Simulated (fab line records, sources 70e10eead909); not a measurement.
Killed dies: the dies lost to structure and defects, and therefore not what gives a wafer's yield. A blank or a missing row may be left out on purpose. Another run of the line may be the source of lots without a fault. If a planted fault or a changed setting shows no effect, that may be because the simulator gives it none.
Code-filled problem report in 8D (eight disciplines) form + flow nandHarc + the parts of the form that need people (team, actions taken, sign-off) are left out

== 1. THE ISSUE ==
Mean of timeToEndpointS at NHARC_A_CONTACT_CMP_20: 84.2 s over 2 wafers from 1 lot, against 59.5 s (standard deviation 2.7) on wafers with no fault. That puts it +9.1 standard deviations away from the usual mean.
The step: polishes, t overpolish 30 s, target thk 300 nm.
Seen first at day 18 12:14 on cmp-01, wafer L597.2. At this step, 36 wafers from 12 lots have a number in the record. Rule for "out" (also "out of limits"): further than 4 standard deviations from the usual mean. The other wafers with a number count as sound.

== 2. WHAT IT IS, AND WHAT IT ISN'T ==
| question                    | is                | is not                                                                                                   |
|-----------------------------|-------------------|----------------------------------------------------------------------------------------------------------|
| which readings at this step | timeToEndpointS   | motorCurrentA, overpolishRunS                                                                            |
| which lots                  | L597              | L591, L593, L594, L596, L598, L607, L610, L611, L612, L613, L614                                         |
| which wafers of those lots  | L597.2, L597.5    | L597.6                                                                                                   |
| read on which tools         | cmp-01            | cmp-03, cmp-04                                                                                           |
| when                        | from day 18 12:14 | up to then (13 sound wafers); but 21 sound wafers of L598, L607, L610, L611, L612, L613, L614 came after |

== 3. SUSPECTS, AND WHAT RULES EACH OUT ==
Counting: if a tool at a process step up to the reading ran every lot that is out, it stays a suspect. Sound lots after the first of them don't rule it out here, since some wafers of a struck lot are sound.
- rieDiel-04 at NHARC_A_CONTACT_ETCH_88 (etches the open film in CF4, target depth 39 nm, time 65 s): kept. It ran the lot that is out, L597 (day 18 02:34); its last sound lot up to then is L593 (day 17 00:08).
- cvdW-02 at NHARC_A_CONTACT_CVD_19 (deposits W, target thk 300 nm, time 802 s): kept. It ran the lot that is out, L597 (day 18 11:23); its last sound lot up to then is L596 (day 17 19:54).
- cmp-01 at NHARC_A_CONTACT_CMP_20 (polishes, t overpolish 30 s, target thk 300 nm): kept. It ran the lot that is out, L597 (day 18 12:14). On those wafers its own readings are out: timeToEndpointS.
- Within rieDiel-04 at NHARC_A_CONTACT_ETCH_88: the wafers that are out ran in chambers 2, 3; their sound lot-mates ran in chamber 1.
- The sound lot-mates ran in chamber 1 of cvdW-02 at NHARC_A_CONTACT_CVD_19, but the wafers that are out ran in chamber 0.
- Within cmp-01 at NHARC_A_CONTACT_CMP_20: the wafers that are out ran in chambers 0, 2; their sound lot-mates ran in chamber 3.
After the count, these remain: rieDiel-04 at NHARC_A_CONTACT_ETCH_88, cvdW-02 at NHARC_A_CONTACT_CVD_19 and cmp-01 at NHARC_A_CONTACT_CMP_20.

== 4. THE CAUSE (what the simulator had put in) ==
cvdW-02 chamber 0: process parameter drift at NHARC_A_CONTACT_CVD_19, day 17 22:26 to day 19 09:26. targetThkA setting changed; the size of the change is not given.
After counting, 3 suspects remain, this tool included.

== 5. SEQUENCE OF EFFECTS, ordered by route ==
Rows list readings where the struck wafers' mean (over those with a number) sits beyond 3 standard deviations from the usual. Only readings for which the record gives a usual standard deviation are gone through. hours: the time from each lot's start at the first step in this table that gives one to its start at this step, as a median over the lots. sigmas: the change in usual standard deviations.
| hours | step                   | reading         | usual  | on struck wafers | change | sigmas |
|-------|------------------------|-----------------|--------|------------------|--------|--------|
| 0     | NHARC_A_CONTACT_CMP_20 | timeToEndpointS | 59.5 s | 84.2             | +24.7  | +9.1   |
Process steps it contains:
- NHARC_A_CONTACT_CMP_20: polishes, t overpolish 30 s, target thk 300 nm.
At these later measuring or inspecting steps, every struck wafer for which the step has a row has a number for every such reading, and none has moved that far: NHARC_A_BLC_INSPECT_12.

== 6. HOW IT WOULD HAVE BEEN CAUGHT EARLIER ==
In this record the first reading out of limits was taken at day 18 12:14, 14 hours after the fault began at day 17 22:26.
No tool reading at NHARC_A_CONTACT_CVD_19 that has a usual standard deviation in the record was out on any struck wafer, so an alarm limit of 4 standard deviations on those readings would not have fired.
By day 18 12:14, every lot that is out (1) had started NHARC_A_CONTACT_CVD_19 on cvdW-02. None of them would have been spared by holding the tool at that moment.
